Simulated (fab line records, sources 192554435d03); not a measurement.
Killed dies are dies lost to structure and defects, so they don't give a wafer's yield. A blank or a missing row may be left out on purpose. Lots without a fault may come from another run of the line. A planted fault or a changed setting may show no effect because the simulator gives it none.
Which tool did it? | flow n5_finfet | 10 lots, 30 wafers sampled, at 5 steps of a route of 1938

WHAT THE GAUGES READ, wafer by wafer
N5_BEOL_M13_OVL_MEAS_11.
lot  | measured     | on         | V12_OVL (nm)
L584 | day 10 07:49 | overlay-02 | -3 -3 -10
L586 | day 11 06:22 | overlay-01 | -9 -6 -9
L591 | day 12 11:50 | overlay-02 | -2 2 -5
L595 | day 13 05:36 | overlay-01 | -5 -7 -6
L593 | day 13 13:20 | overlay-02 | -12 -8 -5
L597 | day 14 03:31 | overlay-02 | -5 -6 -7
L602 | day 15 07:39 | overlay-01 | -2 -4 -6
L604 | day 15 15:11 | overlay-01 | -8 -9 -5
L606 | day 16 11:25 | overlay-02 | -4 3 -4
L607 | day 16 11:47 | overlay-01 | 0 -1 1

N5_BEOL_M13_INSPECT_30: inspects for defects (macro).
lot  | measured     | on                | raw_defect_count
L584 | day 10 08:55 | defect_inspect-01 | 1 1 4
L586 | day 11 07:25 | defect_inspect-02 | 1 1 1
L591 | day 12 13:16 | defect_inspect-01 | 5 3 0
L595 | day 13 06:42 | defect_inspect-01 | 0 1 1
L593 | day 13 14:26 | defect_inspect-01 | 2 2 0
L597 | day 14 04:43 | defect_inspect-02 | 0 2 0
L602 | day 15 08:37 | defect_inspect-02 | 19 3 2
L604 | day 15 16:10 | defect_inspect-02 | 3 0 2
L606 | day 16 12:23 | defect_inspect-02 | 2 4 2
L607 | day 16 12:53 | defect_inspect-01 | 1 1 1

WHICH TOOL RAN EACH LOT (tool, then ch and the chambers of the sampled wafers, then the start)
lot  | N5_BEOL_M12_SPUTTER_44       | N5_BEOL_M13_VIA_ETCH_16            | N5_BEOL_M13_STRIP_64
L584 | pvd_sputter-02, day 10 06:10 | rie_diel-05 ch 0,2,3, day 10 07:58 | plasma_asher-01 ch 0,1, day 10 08:16
L586 | pvd_sputter-03, day 11 04:44 | rie_diel-04 ch 0,1,2, day 11 06:35 | plasma_asher-01 ch 0,1, day 11 06:52
L591 | pvd_sputter-02, day 12 10:14 | rie_diel-01 ch 0,1,3, day 12 12:19 | plasma_asher-02 ch 0,1, day 12 12:36
L595 | pvd_sputter-02, day 13 03:59 | rie_diel-01 ch 0,1,2, day 13 05:45 | plasma_asher-02 ch 0,1, day 13 06:02
L593 | pvd_sputter-02, day 13 11:37 | rie_diel-05 ch 1,2,3, day 13 13:29 | plasma_asher-01 ch 0,1, day 13 13:47
L597 | pvd_sputter-02, day 14 01:26 | rie_diel-05 ch 0,1,2, day 14 03:54 | plasma_asher-01 ch 0,1, day 14 04:12
L602 | pvd_sputter-03, day 15 05:43 | rie_diel-05 ch 0,2, day 15 07:47   | plasma_asher-02 ch 0,1, day 15 08:05
L604 | pvd_sputter-03, day 15 13:28 | rie_diel-01 ch 1,2,3, day 15 15:20 | plasma_asher-02 ch 0,1, day 15 15:38
L606 | pvd_sputter-01, day 16 09:33 | rie_diel-01 ch 0,1, day 16 11:34   | plasma_asher-02 ch 0,1, day 16 11:52
L607 | pvd_sputter-01, day 16 10:03 | rie_diel-01 ch 0,1,3, day 16 11:56 | plasma_asher-01 ch 0,1, day 16 12:13
- N5_BEOL_M12_SPUTTER_44: material Ta, target thk 10 nm, time 16.13 s.
- N5_BEOL_M13_VIA_ETCH_16: etches SiOC in C4F8/O2/Ar, target depth 921.7 nm.
- N5_BEOL_M13_STRIP_64: strips in N2/H2.

WHAT THE TOOLS THEMSELVES READ (means of the sampled wafers that have a number; where no wafer has one, the mark that the record gives instead)
N5_BEOL_M12_SPUTTER_44.
lot  | tool           | throttle_valve_pct (%)
L584 | pvd_sputter-02 | 29.8
L586 | pvd_sputter-03 | 30.0
L591 | pvd_sputter-02 | 29.5
L595 | pvd_sputter-02 | 29.3
L593 | pvd_sputter-02 | 29.3
L597 | pvd_sputter-02 | 29.4
L602 | pvd_sputter-03 | 30.3
L604 | pvd_sputter-03 | 30.2
L606 | pvd_sputter-01 | 29.4
L607 | pvd_sputter-01 | 29.3

N5_BEOL_M13_VIA_ETCH_16.
lot  | tool        | drypump_motor_current_A (A) | oes_product_au (a.u.) | rf_fwd_power_W (W) | rf_vpp_V (V) | showerhead_plenum_p_Torr (Torr) | throttle_valve_pct (%)
L584 | rie_diel-05 | 5.49                        | 0.75                  | 2989               | 666.9        | 3.51                            | 23.94
L586 | rie_diel-04 | 5.45                        | 0.71                  | 2993               | 668.5        | 3.49                            | 24.04
L591 | rie_diel-01 | 5.84                        | 0.79                  | 2987               | 665.4        | 3.43                            | 24.02
L595 | rie_diel-01 | 5.72                        | 0.77                  | 2995               | 665.3        | 3.42                            | 24.20
L593 | rie_diel-05 | 5.69                        | 0.77                  | 2994               | 667.5        | 3.49                            | 23.98
L597 | rie_diel-05 | 5.42                        | 0.71                  | 2989               | 666.8        | 3.48                            | 24.09
L602 | rie_diel-05 | 5.47                        | 0.80                  | 2999               | 666.8        | 3.46                            | 23.88
L604 | rie_diel-01 | 5.91                        | 0.74                  | 2985               | 664.9        | 3.42                            | 24.23
L606 | rie_diel-01 | 5.67                        | 0.74                  | 3004               | 666.0        | 3.41                            | 24.05
L607 | rie_diel-01 | 5.86                        | 0.74                  | 2994               | 665.9        | 3.42                            | 24.06

N5_BEOL_M13_STRIP_64.
lot  | tool            | drypump_motor_current_A (A) | heater_power_w (W) | n2_flow_sccm (sccm) | oes_product_au (a.u.) | strip_time_to_endpoint_s (s)
L584 | plasma_asher-01 | 5.5                         | 314                | 1757                | 0.720                 | 31.29
L586 | plasma_asher-01 | 5.5                         | 318                | 1753                | 0.713                 | 31.35
L591 | plasma_asher-02 | 5.3                         | 304                | 1755                | 0.713                 | 31.28
L595 | plasma_asher-02 | 5.3                         | 307                | 1745                | 0.714                 | 31.32
L593 | plasma_asher-01 | 5.1                         | 309                | 1746                | 0.712                 | 31.19
L597 | plasma_asher-01 | 5.1                         | 316                | 1753                | 0.715                 | 31.23
L602 | plasma_asher-02 | 5.7                         | 304                | 1747                | 0.714                 | 31.29
L604 | plasma_asher-02 | 5.3                         | 306                | 1751                | 0.717                 | 31.32
L606 | plasma_asher-02 | 5.3                         | 303                | 1748                | 0.715                 | 31.27
L607 | plasma_asher-01 | 5.1                         | 316                | 1748                | 0.716                 | 31.28

THE ANSWER, worked out from the rows above alone
Rule: what is usual is taken from the lots themselves. Put in order of their means at a reading, lots are off if they are a third of the lots or fewer, leave a main group of 4 or more, and stand apart from it by a gap of 3 or more times the standard deviation of the main group's means; of several such gaps the widest counts. A main group whose means are all the same, to the digits that the tables above print for the reading, isn't used. A lot without any number at a reading at which 4 lots or more have one is off too. The other lots that the step has rows for count as sound. The gauges are gone through in route order, then the tools' own readings, and for those a lot's mean is taken as printed above. The first step at which some lot is off is used, and at that step the reading that is off furthest; a lot without a number counts as furthest.
Off: L602, at N5_BEOL_M13_INSPECT_30 (raw_defect_count). The main group: mean 1.5, standard deviation 0.74.
A tool fits if, at a process step before that reading, it ran every lot that is off, and no sound lot after the first of them. The gauges at N5_BEOL_M13_INSPECT_30 are tried like those tools. One fits: rie_diel-05 at N5_BEOL_M13_VIA_ETCH_16. Its last sound lot is L597 (day 14 03:54), its first lot that is off L602 (day 15 07:47): a fault that began between those two fits.

WHAT THE SIMULATOR HAD PUT IN
Chamber particle source: rie_diel-05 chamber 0, from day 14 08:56 on, at N5_BEOL_M13_VIA_ETCH_16. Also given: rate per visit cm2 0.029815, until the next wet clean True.
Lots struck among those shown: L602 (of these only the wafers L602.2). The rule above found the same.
